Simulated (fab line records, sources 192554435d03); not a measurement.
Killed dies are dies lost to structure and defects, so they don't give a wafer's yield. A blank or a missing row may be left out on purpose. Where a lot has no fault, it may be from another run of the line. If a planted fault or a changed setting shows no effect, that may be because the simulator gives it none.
Split-lot experiment -- flow n5_finfet -- 21 wafers read from 7 lots, route of 1938 steps

THE SPLIT
At N5_BEOL_M5_COAT_22 (resist thk 30 nm), the setting spin_rpm was moved away from the recipe's 1500 rpm on 10 of the 21 wafers read, by -10.4% to +5.5%. All remaining wafers had this setting at the recipe value.

FROM THE SPLIT TO THE READING: what the file shows between them, 4 steps
- N5_BEOL_M5_EBR_24
- N5_BEOL_M5_SOFTBAKE_23: time 60 s
- N5_BEOL_M5_DESCUM_33: chemistry O2, time 7 s
- N5_BEOL_M5_ETCH_75: etches underlayer in N2/H2, target depth 6.5 nm, time 5.2 s

THE READING
CAR-EUV_of_BEOL_M5_COAT_22.thk_nm (the simulator's own value, which no gauge read), in nm, at N5_BEOL_M5_ETCH_67 (etches SiARC in CF4, target depth 15.6 nm, time 26 s). The file gives no usual value for it. The 11 wafers here that ran the recipe average 11.3 nm, standard deviation 0.15 nm.

wafer,"tool, chamber at the split","spin_rpm as run, rpm",against the recipe,"CAR-EUV_of_BEOL_M5_COAT_22.thk_nm, nm",against lot-mates on the recipe
L079.2,"litho_track-04, 0",1582,+5.5%,9.8,-1.4
L079.3,"litho_track-04, 0",1500,recipe,11.2,-
L079.4,"litho_track-04, 0",1500,recipe,11.2,-
L084.2,"litho_track-02, 0",1500,recipe,11.4,-
L084.3,"litho_track-02, 0",1500,recipe,11.4,-
L084.5,"litho_track-02, 0",1500,recipe,11.4,-
L089.3,"litho_track-01, 0",1407,-6.2%,12.2,no lot-mate on the recipe
L089.5,"litho_track-01, 0",1407,-6.2%,12.2,no lot-mate on the recipe
L089.6,"litho_track-01, 0",1407,-6.2%,12.4,no lot-mate on the recipe
L093.1,"litho_track-01, 0",1500,recipe,11,-
L093.4,"litho_track-01, 0",1344,-10.4%,12.6,+1.6
L093.6,"litho_track-01, 0",1344,-10.4%,13,+2.0
L092.1,"litho_track-04, 0",1392,-7.2%,12.2,+0.8
L092.2,"litho_track-04, 0",1500,recipe,11.4,-
L092.5,"litho_track-04, 0",1392,-7.2%,12.6,+1.2
L096.2,"litho_track-02, 0",1562,+4.1%,10.4,-0.6
L096.3,"litho_track-02, 0",1562,+4.1%,10.6,-0.4
L096.5,"litho_track-02, 0",1500,recipe,11,-
L097.1,"litho_track-02, 0",1500,recipe,11.2,-
L097.4,"litho_track-02, 0",1500,recipe,11.2,-
L097.6,"litho_track-02, 0",1500,recipe,11.4,-

THE FIT
A straight line over all 21 wafers: CAR-EUV_of_BEOL_M5_COAT_22.thk_nm changes by -0.168 nm for each +1% of spin_rpm; r = -0.97; the points scatter about the line by 0.2 nm.
The same after taking each lot's own level away (the mean of its wafers on the recipe; 18 wafers): -0.167 nm for each +1%; r = -0.97; scatter 0.19 nm.
The reading moves by 1.7 nm for the largest change in spin_rpm, on that fit.
The span of the lots' own levels, 11.00 to 11.40 nm, comes to 2.7 times the standard deviation stated above.
So the lot-to-lot level changes the slope little: the two slopes agree.
Check: with one of the wafers moved furthest among these (-10.4%) left out of the fit, the line predicts +1.76 nm for it against its lot-mates. It came out at +1.6 nm against them.

THE WHOLE CHAIN: every reading that the file lists as answering this split, in the file's order
step,what it does,reading,change (the file's fit),r (the file's)
N5_BEOL_M5_COAT_22,resist thk 30 nm,"CAR-EUV_of_BEOL_M5_COAT_22.thk_nm (the simulator's own value, which no gauge read)",-0.155 nm for each +1% of the setting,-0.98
N5_BEOL_M5_DESCUM_33,"chemistry O2, time 7 s","CAR-EUV_of_BEOL_M5_COAT_22.thk_nm (the simulator's own value, which no gauge read)",-0.163 nm for each +1% of the setting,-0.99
N5_BEOL_M5_ETCH_67,"etches SiARC in CF4, target depth 15.6 nm, time 26 s","CAR-EUV_of_BEOL_M5_COAT_22.thk_nm (the simulator's own value, which no gauge read)",-0.172 nm for each +1% of the setting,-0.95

THE FILE'S OWN FIT
CAR-EUV_of_BEOL_M5_COAT_22.thk_nm changes by -0.172 nm for each +1% of spin_rpm, r = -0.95.
